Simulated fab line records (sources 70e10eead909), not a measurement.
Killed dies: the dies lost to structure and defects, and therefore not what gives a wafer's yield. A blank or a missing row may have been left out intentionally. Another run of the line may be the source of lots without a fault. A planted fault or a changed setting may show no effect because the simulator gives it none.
Code-filled problem report in 8D (eight disciplines) form :: flow nandHarc :: the parts of the form that need people (team, actions taken, sign-off) are left out

1. THE PROBLEM
At NHARC_A_CHANNEL_HOLE_D2_INSPECT_40, rawDefectCount averages 1194 over 6 wafers from 2 lots, while fault-free wafers read 287, standard deviation 78. Measured from the usual mean, that is +12 standard deviations.
The first sign was on wafer L274.2 at day 17 06:31, on defectInspect-02. The record has a number at this step for 33 wafers belonging to 11 lots. The rule behind "out" and "out of limits": a value lying over 4 standard deviations away from the usual mean. The other wafers with a number count as sound.

2. WHAT IT IS AND WHAT IT IS NOT
question: which readings at this step
is: rawDefectCount
is not: -

question: which lots
is: L274, L277
is not: L267, L268, L273, L280, L284, L285, L287, L288, L289

question: which wafers of those lots
is: all that have a number
is not: -

question: read on which gauges
is: defectInspect-02
is not: defectInspect-01

question: when
is: from day 17 06:31
is not: up to then (9 sound wafers); but 18 sound wafers of L280, L284, L285, L287, L288, L289 came after

3. SUSPECTS, AND WHAT RULES EACH OUT
Counting: any tool at a process step up to the reading is kept as a suspect provided that every lot that is out went through it and no sound lot did after the first of them.
- the gauge at NHARC_A_CHANNEL_HOLE_D2_INSPECT_40: kept. All the wafers that are out were read on defectInspect-02, and no step on other tools shows them out.
- wetBench-06 at NHARC_A_CHANNEL_HOLE_D2_PRECLEAN_29 (cleans in SC1): ruled out as a lasting fault. After its first lot that is out, L274 (day 17 06:12), sound lots L284, L289 ran on it.
The count leaves defectInspect-02 at NHARC_A_CHANNEL_HOLE_D2_INSPECT_40.

4. THE CAUSE (what the simulator had put in)
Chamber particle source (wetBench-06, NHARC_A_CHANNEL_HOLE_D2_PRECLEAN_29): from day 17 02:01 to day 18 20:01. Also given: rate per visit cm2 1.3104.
It was ruled out by counting, in error; the rule expects a fault to strike all lots run on its tool from its start on, and this fault did not.

5. THE EFFECT CHAIN, in route order
One row per reading whose mean, taken over the struck wafers that have a number, lies over 3 standard deviations from the usual. Only readings whose record carries a usual standard deviation are examined. hours: median over the lots of the time between each lot's start at the first step of this table that gives one and its start at this step. sigmas: the change, counted in usual standard deviations.
hours: 0
step: NHARC_A_CHANNEL_HOLE_D2_INSPECT_40
reading: rawDefectCount
usual: 287
on struck wafers: 1194
change: +907
sigmas: +12

hours: 264
step: NHARC_END_SORT_01
reading: killedAtArray
usual: 53
on struck wafers: 137
change: +84
sigmas: +4.6

hours: 264
step: NHARC_END_SORT_01
reading: killedDies
usual: 58
on struck wafers: 140
change: +82
sigmas: +4.6

6. WHAT WOULD HAVE CAUGHT IT SOONER
Counted from the fault's start at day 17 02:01, it took 4 hours until the first out-of-limits reading at a measuring or inspecting step in this record, taken at day 17 06:31.
An alarm limit of 4 standard deviations would not have fired on the tool readings at NHARC_A_CHANNEL_HOLE_D2_PRECLEAN_29 for which the record gives a usual standard deviation, since none of them was out on any struck wafer.
